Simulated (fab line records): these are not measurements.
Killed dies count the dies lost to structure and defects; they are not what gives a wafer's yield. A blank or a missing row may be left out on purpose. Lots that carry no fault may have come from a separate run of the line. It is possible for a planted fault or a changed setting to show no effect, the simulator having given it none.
fab line records | flow n5-finfet
record: lots: 11 | wafers: 33 | last-day: 18
route steps=1938 shown FIN_SAQP@153 FIN_CUT@164 STI_FIN_REVEAL@184 BEOL_M4@1111 PASSIVATION@1936
lots that met no fault: taken from a fault-free run of the same line
start-h: hours from the record's first day to the start of the lot's first wafer shown | wait-h: time in hours since the lot's previous step | " repeats the value in the row above | L1.1+2: a row that stands for several wafers | - no value, or no start was given | * or withheld: withheld | < > ~ a bound
route shown NAME@n: a module of which the file shows steps, and the number in the route of the first | usual: the fault-free wafers' mean and standard deviation | same: alike in all rows | chamber/n: place in a boat | sites: the reading at each site | _std_site: the standard deviation of these | _edge_site: the outer-site mean with the inner-site mean subtracted | radius-mm: how far each site lies from the wafer's centre | mask NAME#n: copy n | behind: the most recent tool/chamber to have shaped the wafer | hold: why the lot went on hold/how many hours it stayed there/how the hold came to an end | device: whichever transistor did not switch (one of n, p or np) | end of line: tests run on the same wafers once the route is complete | a step without rows: its recipe alone | killed: the dies lost at the first sort to structure and to defects; this is not the yield of the wafer | map: a wafer's dies, x killed, . not, _ none there
set.NAME: setting as actually run; set.NAME@STEP: the setting as run at that earlier step | model.NAME: the simulator's own value behind a step, which no gauge read
steps of the route over a sample of lots; a table a step, a row a wafer
services: the hour from which a tool's chamber was out of use, counted from the record's first day as start-h (under 0 if before that day), plus the number of hours and why
== steps ==
step: N5_FIN_SAQP_INSPECT_40
recipe: inspect-instrument: brightfield | mode: aei
usual: raw-defect-count: 230/71
lot.wafer | tool              | chamber | start-h | wait-h | raw-defect-count
L313.1    | defect-inspect-02 | -       | 27.08   | 0.0    | 162
L313.3    | "                 | -       | "       | "      | 227
L313.5    | "                 | -       | "       | "      | 175
L314.2    | defect-inspect-02 | -       | 36.84   | 0.0    | 285
L314.4    | "                 | -       | "       | "      | 202
L314.5    | "                 | -       | "       | "      | 288
L315.3    | defect-inspect-01 | -       | 39.25   | 0.0    | 157
L315.4    | "                 | -       | "       | "      | 236
L315.6    | "                 | -       | "       | "      | 235
L317.1    | defect-inspect-02 | -       | 49.78   | 0.0    | 199
L317.3    | "                 | -       | "       | "      | 304
L317.5    | "                 | -       | "       | "      | 142
L319.2    | defect-inspect-02 | -       | 62.15   | 0.0    | 172
L319.3    | "                 | -       | "       | "      | 183
L319.4    | "                 | -       | "       | "      | 226
L324.2    | defect-inspect-02 | -       | 95.61   | 0.0    | 191
L324.4    | "                 | -       | "       | "      | 251
L324.6    | "                 | -       | "       | "      | 180
L325.3    | defect-inspect-01 | -       | 102.55  | 0.0    | 189
L325.4    | "                 | -       | "       | "      | 287
L325.5    | "                 | -       | "       | "      | 321
L326.1    | defect-inspect-02 | -       | 106.39  | 0.0    | 285
L326.2    | "                 | -       | "       | "      | 286
L326.3    | "                 | -       | "       | "      | 302
L331.2    | defect-inspect-02 | -       | 134.21  | 0.0    | 238
L331.4    | "                 | -       | "       | "      | 263
L331.6    | "                 | -       | "       | "      | 258
L332.2    | defect-inspect-01 | -       | 141.22  | 0.0    | 167
L332.3    | "                 | -       | "       | "      | 217
L332.6    | "                 | -       | "       | "      | 253
L334.2    | defect-inspect-01 | -       | 153.56  | 0.0    | 230
L334.5    | "                 | -       | "       | "      | 252
L334.6    | "                 | -       | "       | "      | 150
step: N5_FIN_CUT_OVL_MEAS_09
recipe: points-per-wafer: 522
usual: FIN_CUT_OVL: -0.1/0.77
lot.wafer | tool       | chamber | start-h | wait-h | FIN_CUT_OVL[nm]
L313.1    | overlay-02 | 0       | 27.52   | 0.0    | -1.3
L313.3    | "          | 0       | "       | "      | -1.2
L313.5    | "          | 0       | "       | "      | -0.3
L314.2    | overlay-02 | 0       | 37.18   | 0.0    | -0.8
L314.4    | "          | 0       | "       | "      | -1.3
L314.5    | "          | 0       | "       | "      | 0.2
L315.3    | overlay-02 | 0       | 39.64   | 0.0    | -0.5
L315.4    | "          | 0       | "       | "      | 1.0
L315.6    | "          | 0       | "       | "      | 1.6
L317.1    | overlay-02 | 0       | 50.24   | 0.0    | 1.0
L317.3    | "          | 0       | "       | "      | 0.4
L317.5    | "          | 0       | "       | "      | 0.3
L319.2    | overlay-01 | 0       | 62.62   | 0.0    | -1.0
L319.3    | "          | 0       | "       | "      | 0.1
L319.4    | "          | 0       | "       | "      | -0.8
L324.2    | overlay-01 | 0       | 95.95   | 0.0    | 0.5
L324.4    | "          | 0       | "       | "      | 0.0
L324.6    | "          | 0       | "       | "      | 0.0
L325.3    | overlay-02 | 0       | 102.89  | 0.0    | 0.4
L325.4    | "          | 0       | "       | "      | 0.4
L325.5    | "          | 0       | "       | "      | 0.7
L326.1    | overlay-01 | 0       | 106.72  | 0.0    | -0.3
L326.2    | "          | 0       | "       | "      | 0.2
L326.3    | "          | 0       | "       | "      | -0.4
L331.2    | overlay-01 | 0       | 134.55  | 0.0    | -0.7
L331.4    | "          | 0       | "       | "      | -0.9
L331.6    | "          | 0       | "       | "      | 0.3
L332.2    | overlay-01 | 0       | 141.69  | 0.0    | 0.9
L332.3    | "          | 0       | "       | "      | 0.9
L332.6    | "          | 0       | "       | "      | 0.3
L334.2    | overlay-02 | 0       | 154.02  | 0.0    | -0.6
L334.5    | "          | 0       | "       | "      | -1.2
L334.6    | "          | 0       | "       | "      | -0.2
step: N5_FIN_CUT_INSPECT_10
recipe: mode: adi | inspect-instrument: brightfield
usual: raw-defect-count: 41/13
lot.wafer | tool              | chamber | start-h | wait-h | raw-defect-count
L313.1    | defect-inspect-01 | -       | 27.58   | 0.1    | 24
L313.3    | "                 | -       | "       | "      | 44
L313.5    | "                 | -       | "       | "      | 29
L314.2    | defect-inspect-01 | -       | 37.23   | 0.0    | 39
L314.4    | "                 | -       | "       | "      | 37
L314.5    | "                 | -       | "       | "      | 45
L315.3    | defect-inspect-02 | -       | 39.70   | 0.1    | 29
L315.4    | "                 | -       | "       | "      | 44
L315.6    | "                 | -       | "       | "      | 42
L317.1    | defect-inspect-02 | -       | 50.30   | 0.1    | 30
L317.3    | "                 | -       | "       | "      | 58
L317.5    | "                 | -       | "       | "      | 21
L319.2    | defect-inspect-02 | -       | 62.67   | 0.0    | 40
L319.3    | "                 | -       | "       | "      | 43
L319.4    | "                 | -       | "       | "      | 39
L324.2    | defect-inspect-01 | -       | 96.00   | 0.0    | 45
L324.4    | "                 | -       | "       | "      | 41
L324.6    | "                 | -       | "       | "      | 41
L325.3    | defect-inspect-01 | -       | 102.94  | 0.0    | 31
L325.4    | "                 | -       | "       | "      | 38
L325.5    | "                 | -       | "       | "      | 53
L326.1    | defect-inspect-01 | -       | 106.79  | 0.1    | 67
L326.2    | "                 | -       | "       | "      | 45
L326.3    | "                 | -       | "       | "      | 43
L331.2    | defect-inspect-02 | -       | 134.61  | 0.0    | 33
L331.4    | "                 | -       | "       | "      | 31
L331.6    | "                 | -       | "       | "      | 41
L332.2    | defect-inspect-01 | -       | 141.74  | 0.0    | 28
L332.3    | "                 | -       | "       | "      | 40
L332.6    | "                 | -       | "       | "      | 40
L334.2    | defect-inspect-02 | -       | 154.08  | 0.0    | 48
L334.5    | "                 | -       | "       | "      | 44
L334.6    | "                 | -       | "       | "      | 30
step: N5_STI_FIN_REVEAL_ALD_14
recipe: material: Si3N4 | target-thk-a: 30 | temp-c: 400 | ald-precursor-family: SiH2I2 | ald-co-reactant: N2/H2-plasma | pressure-torr: 2
usual: chamber-pressure-Torr: 2.000/0.0045 | heater-power-outer-w: 523/53 | heater-power-w: 837/84
lot.wafer | tool       | chamber | start-h | wait-h | chamber-pressure-Torr | heater-power-outer-w | heater-power-w
L313.1    | ald-sin-03 | 3       | 28.96   | 0.0    | 1.996                 | 539                  | 808
L313.3    | "          | 0       | "       | "      | 2.006                 | 599                  | 945
L313.5    | "          | 3       | "       | "      | 1.998                 | 544                  | 812
L314.2    | ald-sin-04 | 0       | 38.48   | 0.0    | 2.003                 | 461                  | 769
L314.4    | "          | 2       | "       | "      | 1.994                 | 590                  | 951
L314.5    | "          | 2       | "       | "      | 1.996                 | 587                  | 948
L315.3    | ald-sin-01 | 3       | 40.98   | 0.0    | 2.004                 | 503                  | 872
L315.4    | "          | 0       | "       | "      | 2.005                 | 589                  | 901
L315.6    | "          | 0       | "       | "      | 1.998                 | 587                  | 910
L317.1    | ald-sin-03 | 3       | 51.34   | 0.0    | 2.005                 | 542                  | 833
L317.3    | "          | 2       | "       | "      | 1.995                 | 460                  | 723
L317.5    | "          | 1       | "       | "      | 1.996                 | 464                  | 764
L319.2    | ald-sin-03 | 3       | 63.70   | 0.0    | 1.997                 | 520                  | 817
L319.3    | "          | 2       | "       | "      | 2.004                 | 470                  | 706
L319.4    | "          | 0       | "       | "      | 2.000                 | 618                  | 932
L324.2    | ald-sin-01 | 2       | 97.16   | 0.0    | -                     | -                    | -
L324.4    | "          | 3       | "       | "      | -                     | -                    | -
L324.6    | "          | 1       | "       | "      | -                     | -                    | -
L325.3    | ald-sin-01 | 1       | 103.97  | 0.0    | -                     | -                    | -
L325.4    | "          | 3       | "       | "      | -                     | -                    | -
L325.5    | "          | 2       | "       | "      | -                     | -                    | -
L326.1    | ald-sin-03 | 2       | 108.16  | 0.0    | -                     | -                    | -
L326.2    | "          | 3       | "       | "      | -                     | -                    | -
L326.3    | "          | 0       | "       | "      | -                     | -                    | -
L331.2    | ald-sin-03 | 2       | 136.61  | 0.0    | 2.004                 | 453                  | 656
L331.4    | "          | 3       | "       | "      | 2.008                 | 537                  | 804
L331.6    | "          | 0       | "       | "      | 2.000                 | 617                  | 930
L332.2    | ald-sin-03 | 0       | 142.77  | 0.0    | 2.000                 | 604                  | 932
L332.3    | "          | 2       | "       | "      | 2.003                 | 450                  | 680
L332.6    | "          | 1       | "       | "      | 2.001                 | 435                  | 729
L334.2    | ald-sin-03 | 0       | 155.19  | 0.0    | 1.997                 | 600                  | 919
L334.5    | "          | 1       | "       | "      | 2.002                 | 445                  | 734
L334.6    | "          | 2       | "       | "      | 2.005                 | 444                  | 679
step: N5_BEOL_M4_RC_MEAS_101
usual: DIBL_N: 36.3/1.9 | DIBL_P: 36.0/2.1 | IOFF_N: 0.16/0.031 | IOFF_P: 0.21/0.035 | ION_N: 675/14 | ION_P: 464/8.5 | SS_N: 71.5/0.6 | SS_P: 73.3/0.72 | VT_N: 250/3.2 | VT_P: -250/3.1
lot.wafer | tool      | chamber | start-h | wait-h | DIBL_N[mV/V] | DIBL_P[mV/V] | IOFF_N[nA/um] | IOFF_P[nA/um] | ION_N[uA/um] | ION_P[uA/um] | SS_N[mV/dec] | SS_P[mV/dec] | VT_N[mV] | VT_P[mV]
L313.1    | prober-02 | 0       | 162.43  | 0.0    | 37.9         | 38.3         | 0.19          | 0.27          | 683          | 472          | 71.8         | 74.1         | 247      | -245
L313.3    | "         | 0       | "       | "      | 38.2         | 39.7         | 0.21          | 0.31          | 705          | 484          | 71.7         | 74.4         | 245      | -244
L313.5    | "         | 0       | "       | "      | 37.5         | 38.2         | 0.19          | 0.27          | 688          | 470          | 71.7         | 74.0         | 245      | -246
L314.2    | prober-02 | 0       | 173.52  | 0.2    | 33.9         | 34.2         | 0.12          | 0.18          | 658          | 458          | 71.0         | 72.4         | 252      | -251
L314.4    | "         | 0       | "       | "      | 36.2         | 36.9         | 0.16          | 0.23          | 668          | 462          | 71.5         | 73.3         | 250      | -248
L314.5    | "         | 0       | "       | "      | 35.7         | 35.3         | 0.14          | 0.21          | 656          | 454          | 70.8         | 72.4         | 252      | -249
L315.3    | prober-01 | 0       | 174.19  | 0.3    | 33.5         | 31.3         | 0.11          | 0.14          | 649          | 443          | 70.3         | 72.5         | 254      | -258
L315.4    | "         | 0       | "       | "      | 37.7         | 36.1         | 0.17          | 0.20          | 662          | 455          | 72.0         | 73.5         | 253      | -252
L315.6    | "         | 0       | "       | "      | 34.6         | 32.5         | 0.13          | 0.15          | 664          | 452          | 71.9         | 72.4         | 253      | -256
L317.1    | prober-02 | 0       | 186.04  | 0.0    | 36.8         | 36.4         | 0.15          | 0.20          | 654          | 452          | 72.1         | 73.0         | 254      | -254
L317.3    | "         | 0       | "       | "      | 35.1         | 34.4         | 0.13          | 0.18          | 664          | 455          | 70.7         | 72.6         | 253      | -253
L317.5    | "         | 0       | "       | "      | 34.9         | 34.6         | 0.13          | 0.18          | 668          | 459          | 71.4         | 73.1         | 253      | -253
L319.2    | prober-02 | 0       | 198.42  | 0.2    | 39.9         | 40.2         | 0.22          | 0.26          | 692          | 471          | 72.2         | 75.1         | 247      | -246
L319.3    | "         | 0       | "       | "      | 38.3         | 37.8         | 0.18          | 0.23          | 689          | 473          | 71.7         | 73.6         | 247      | -246
L319.4    | "         | 0       | "       | "      | 37.1         | 35.9         | 0.17          | 0.21          | 701          | 477          | 71.5         | 74.6         | 246      | -248
L334.2    | prober-02 | 0       | 288.12  | 0.2    | 38.4         | 36.3         | 0.17          | 0.21          | 663          | 453          | 72.6         | 73.2         | 250      | -250
L334.5    | "         | 0       | "       | "      | 35.6         | 34.7         | 0.12          | 0.19          | 668          | 464          | 71.1         | 73.2         | 252      | -251
L334.6    | "         | 0       | "       | "      | 38.0         | 37.4         | 0.16          | 0.22          | 676          | 460          | 72.0         | 74.0         | 248      | -246
L324.2    | prober-01 | 0       | 295.61  | 0.2    | 38.0         | 36.9         | 0.18          | 0.25          | 688          | 464          | 71.5         | 73.6         | 248      | -250
L324.4    | "         | 0       | "       | "      | 39.8         | 38.6         | 0.22          | 0.28          | 686          | 470          | 72.1         | 74.4         | 247      | -246
L324.6    | "         | 0       | "       | "      | 36.5         | 34.7         | 0.15          | 0.21          | 667          | 458          | 71.7         | 72.7         | 251      | -250
L331.2    | prober-02 | 0       | 307.71  | 0.2    | 37.5         | 35.8         | 0.16          | 0.21          | 694          | 471          | 71.5         | 74.1         | 249      | -249
L331.4    | "         | 0       | "       | "      | 39.9         | 38.6         | 0.21          | 0.25          | 683          | 462          | 72.6         | 74.0         | 245      | -247
L331.6    | "         | 0       | "       | "      | 40.5         | 39.5         | 0.24          | 0.27          | 715          | 481          | 72.2         | 74.0         | 244      | -245
L326.1    | prober-02 | 0       | 320.06  | 0.0    | 37.1         | 36.4         | 0.16          | 0.20          | 672          | 461          | 72.1         | 73.9         | 255      | -252
L326.2    | "         | 0       | "       | "      | 37.9         | 38.7         | 0.19          | 0.26          | 674          | 468          | 71.9         | 74.0         | 250      | -248
L326.3    | "         | 0       | "       | "      | 36.8         | 35.7         | 0.15          | 0.21          | 676          | 469          | 71.6         | 73.9         | 251      | -250
L332.2    | prober-01 | 0       | 321.02  | 0.2    | 36.4         | 36.4         | 0.18          | 0.21          | 668          | 460          | 72.1         | 73.0         | 249      | -249
L332.3    | "         | 0       | "       | "      | 36.8         | 38.3         | 0.19          | 0.24          | 685          | 466          | 71.9         | 74.0         | 247      | -248
L332.6    | "         | 0       | "       | "      | 36.2         | 37.6         | 0.18          | 0.25          | 681          | 469          | 71.6         | 74.3         | 246      | -246
L325.3    | prober-01 | 0       | 326.96  | 0.3    | 36.0         | 36.1         | 0.17          | 0.25          | 686          | 473          | 71.2         | 72.8         | 246      | -243
L325.4    | "         | 0       | "       | "      | 35.6         | 35.3         | 0.16          | 0.23          | 681          | 468          | 71.7         | 72.9         | 247      | -249
L325.5    | "         | 0       | "       | "      | 36.2         | 35.1         | 0.17          | 0.22          | 678          | 467          | 71.7         | 73.2         | 247      | -248
step: N5_PASSIVATION_PROBE_49
usual: defect-limited-yield: 91.0/1.5 | killed_at_M0_to_M3: 32/9.6 | killed_at_M4_up: 13/4.7 | killed-at-contacts: 13/7.2 | killed-at-front-end: 44/13 | killed-at-other: 4/3.4 | killed-dies: 106/18 | killed-on-rim: 14/4.2 | killed-open: 70/13 | killed-short: 35/8 | sort_bin_5_function: 5.3/0.97 | sort_bin_6_memory: 3.4/0.73 | sort-n-pass: 1074/18 | sort-yield-pct: 91.0/1.5
same: gross-dies: 1180 | killed-at-back-side: 0 | sort_bin_4_leakage[%]: 0 | sort_bin_8_speed[%]: 0
lot.wafer | tool      | chamber | start-h | wait-h | defect-limited-yield[%] | killed_at_M0_to_M3 | killed_at_M4_up | killed-at-contacts | killed-at-front-end | killed-at-other | killed-dies | killed-on-rim | killed-open | killed-short | sort_bin_5_function[%] | sort_bin_6_memory[%] | sort-n-pass | sort-yield-pct[%]
L317.1    | prober-01 | -       | 266.01  | 0.0    | 89.3                    | 49                 | 9               | 16                 | 43                  | 9               | 126         | 20            | 76          | 47           | 6.1                    | 4.1                  | 1054        | 89.3
L317.3    | prober-01 | -       | 266.11  | 0.1    | 89.3                    | 43                 | 11              | 20                 | 37                  | 15              | 126         | 12            | 80          | 46           | 6.3                    | 3.9                  | 1054        | 89.3
L317.5    | prober-01 | -       | 266.21  | 0.2    | 93.7                    | 22                 | 10              | 4                  | 34                  | 4               | 74          | 4             | 48          | 25           | 4.4                    | 1.6                  | 1106        | 93.7
L324.2    | prober-01 | -       | 402.45  | 0.1    | 49.7                    | 35                 | 13              | 5                  | 541                 | 0               | 594         | 66            | 104         | 37           | 46.3                   | 3.6                  | 586         | 49.7
L324.4    | prober-01 | -       | 402.55  | 0.2    | 48.5                    | 29                 | 18              | 7                  | 554                 | 0               | 608         | 124           | 98          | 40           | 46.9                   | 4.2                  | 572         | 48.5
L324.6    | prober-01 | -       | 402.65  | 0.3    | 49.7                    | 50                 | 13              | 13                 | 518                 | 0               | 594         | 25            | 99          | 44           | 44.7                   | 4.9                  | 586         | 49.7
L325.3    | prober-02 | -       | 442.20  | 0.1    | 47.7                    | 23                 | 21              | 21                 | 549                 | 3               | 617         | 22            | 85          | 29           | 48.3                   | 3.7                  | 563         | 47.7
L325.4    | prober-02 | -       | 442.25  | 0.2    | 48.9                    | 30                 | 20              | 16                 | 534                 | 3               | 603         | 136           | 82          | 26           | 47.1                   | 3.6                  | 577         | 48.9
L325.5    | prober-02 | -       | 442.30  | 0.2    | 47.3                    | 41                 | 17              | 43                 | 521                 | 0               | 622         | 69            | 86          | 41           | 48.1                   | 4.2                  | 558         | 47.3
L326.1    | prober-01 | -       | 442.27  | 0.0    | 47.6                    | 38                 | 19              | 12                 | 534                 | 15              | 618         | 142           | 81          | 34           | 48.1                   | 3.8                  | 562         | 47.6
L326.2    | prober-01 | -       | 442.32  | 0.1    | 51.2                    | 24                 | 16              | 4                  | 525                 | 7               | 576         | 136           | 59          | 23           | 45.4                   | 3.3                  | 604         | 51.2
L326.3    | prober-01 | -       | 442.37  | 0.1    | 51.6                    | 25                 | 7               | 6                  | 530                 | 3               | 571         | 15            | 54          | 25           | 45.6                   | 2.3                  | 609         | 51.6
killed by level:class
L317.1 BEOL_M0_SAQP:geometric-particle:open=13 BEOL_M0_SAQP:geometric-particle:short=11 BEOL_M3:geometric-particle:open=10 FIN_SAQP:geometric-particle:short=9 MOL_CONTACT_COAG:geometric-particle:open=9 STI_FIN_REVEAL:geometric-particle:open=8 MOL_CONTACT_COAG:geometric-particle:short=7 BEOL_M2:geometric-particle:open=7
L317.3 MOL_CONTACT_COAG:geometric-particle:open=15 BEOL_M0_SAQP:geometric-particle:open=12 FIN_SAQP:geometric-particle:open=11 STI_FIN_REVEAL:geometric-particle:open=9 BEOL_M0_SAQP:geometric-particle:short=9 BEOL_M3:geometric-particle:open=9 FIN_SAQP:geometric-particle:short=8 BEOL_M4:geometric-particle:open=7
L317.5 STI_FIN_REVEAL:geometric-particle:open=7 BEOL_M0_SAQP:geometric-particle:open=7 BEOL_M2:geometric-particle:open=6 STI_FIN_REVEAL:geometric-particle:short=4 GATE_CUT:geometric-particle:short=4 GATE_CUT:geometric-particle:open=4 MOL_CONTACT_COAG:geometric-particle:open=4 BEOL_M0_SAQP:geometric-particle:short=4
L324.2 STI_FIN_REVEAL:area-ald=451 FIN_SAQP:geometric-particle:open=30 STI_FIN_REVEAL:geometric-particle:open=18 BEOL_M0_SAQP:geometric-particle:open=16 FIN_SAQP:geometric-particle:short=12 BEOL_M1:geometric-particle:open=9 BEOL_M4:geometric-particle:open=7 DUMMY_GATE:geometric-particle:open=5
L324.4 STI_FIN_REVEAL:area-ald=467 FIN_SAQP:geometric-particle:open=19 DUMMY_GATE:geometric-particle:open=17 STI_FIN_REVEAL:geometric-particle:open=15 FIN_SAQP:geometric-particle:short=14 BEOL_M4:geometric-particle:open=10 BEOL_M0_SAQP:geometric-particle:open=9 GATE_CUT:geometric-particle:short=5
L324.6 STI_FIN_REVEAL:area-ald=450 STI_FIN_REVEAL:geometric-particle:open=21 BEOL_M0_SAQP:geometric-particle:short=19 FIN_SAQP:geometric-particle:open=17 BEOL_M0_SAQP:geometric-particle:open=13 MOL_CONTACT_COAG:geometric-particle:open=11 FIN_SAQP:geometric-particle:short=8 BEOL_M4:geometric-particle:open=8
L325.3 STI_FIN_REVEAL:area-ald=501 FIN_SAQP:geometric-particle:open=20 MOL_CONTACT_COAG:geometric-particle:open=17 BEOL_M4:geometric-particle:open=9 BEOL_M1:geometric-particle:open=6 BEOL_M5:geometric-particle:open=6 GATE_CUT:geometric-particle:short=5 FIN_SAQP:geometric-particle:short=4
L325.4 STI_FIN_REVEAL:area-ald=494 MOL_CONTACT_COAG:geometric-particle:open=13 BEOL_M4:geometric-particle:open=13 FIN_SAQP:geometric-particle:open=12 STI_FIN_REVEAL:geometric-particle:open=7 BEOL_M3:geometric-particle:open=6 BEOL_M0:geometric-particle:open=5 DUMMY_GATE:geometric-particle:open=5
L326.1 STI_FIN_REVEAL:area-ald=502 BEOL_M1:geometric-particle:open=15 FIN_SAQP:geometric-particle:open=13 MOL_CONTACT_COAG:geometric-particle:open=9 BEOL_M0_SAQP:geometric-particle:short=7 BEOL_M3:geometric-particle:open=7 BEOL_M5:geometric-particle:open=7 PASS1_CAP:geometric-particle:open=6
L325.5 STI_FIN_REVEAL:area-ald=495 MOL_CONTACT_COAG:geometric-particle:open=34 BEOL_M0_SAQP:geometric-particle:short=11 MOL_CONTACT_COAG:geometric-particle:short=9 BEOL_M1:geometric-particle:open=9 FIN_SAQP:geometric-particle:open=7 BEOL_M4:geometric-particle:open=7 BEOL_M0_SAQP:geometric-particle:open=6
L326.2 STI_FIN_REVEAL:area-ald=490 FIN_SAQP:geometric-particle:open=7 DUMMY_GATE:geometric-particle:open=7 BEOL_M3:geometric-particle:open=7 BEOL_M0_SAQP:geometric-particle:short=5 BEOL_M1:geometric-particle:open=5 FIN_SAQP:geometric-particle:short=4 STI_FIN_REVEAL:geometric-particle:open=4
L326.3 STI_FIN_REVEAL:area-ald=491 FIN_SAQP:geometric-particle:open=10 STI_FIN_REVEAL:geometric-particle:open=5 BEOL_M1:geometric-particle:open=5 BEOL_M2:geometric-particle:open=5 STARTING-WAFER:geometric-particle:open=5 MOL_CONTACT_COAG:geometric-particle:open=4 FIN_SAQP:geometric-particle:short=3
== services ==
tool       | chamber | start-h | hours | kind
ald-sin-04 | 0       | 7.79    | -     | clean
ald-sin-04 | 1       | 7.79    | -     | clean
ald-sin-04 | 2       | 7.79    | -     | clean
ald-sin-04 | 3       | 7.79    | -     | clean
ald-sin-04 | 3       | 21.68   | 7.6   | repair
ald-sin-01 | -       | 43.13   | 2.8   | pm
ald-sin-01 | 0       | 64.24   | 46.6  | repair
ald-sin-01 | 3       | 77.88   | 15.3  | repair
ald-sin-01 | 2       | 78.13   | 2.4   | repair
ald-sin-03 | -       | 85.52   | 14.0  | pm
ald-sin-03 | 0       | 85.52   | 14.0  | vent-cycle
ald-sin-03 | 1       | 85.52   | 31.7  | vent-cycle
ald-sin-03 | 2       | 85.52   | 14.0  | vent-cycle
ald-sin-03 | 3       | 85.52   | 14.0  | vent-cycle
ald-sin-03 | 0       | 99.52   | -     | clean
ald-sin-03 | 2       | 99.52   | -     | clean
ald-sin-03 | 3       | 99.52   | -     | clean
ald-sin-03 | -       | 111.24  | 6.0   | pm
ald-sin-03 | 1       | 120.41  | -     | calibration
== key ==
first-sign: step: N5_STI_FIN_REVEAL_ALD_14 | reading: tool-record | direction: missing
effect: step: N5_PASSIVATION_PROBE_49 | reading: sort_bin_5_function | direction: up | sigmas: 43 | usual: 5.3 | struck: 46.7
more-kills-born-at: N5_STI_FIN_REVEAL_ALD_14@ald-sin-01: 2844 | N5_STI_FIN_REVEAL_ALD_14@ald-sin-03: 1483
met-at N5_STI_FIN_REVEAL_ALD_14
struck-lots L324,L325,L326
not-acting-at N5_FIN_SAQP_INSPECT_40,N5_FIN_CUT_OVL_MEAS_09,N5_FIN_CUT_INSPECT_10
onset-between 63.70 97.16
fault: kind: skipped-step-whole | tool: ald-sin-01,ald-sin-03 | chamber: - | onset-h: 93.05 | steps: N5_STI_FIN_REVEAL_ALD_14 | scope: struck-lots-only
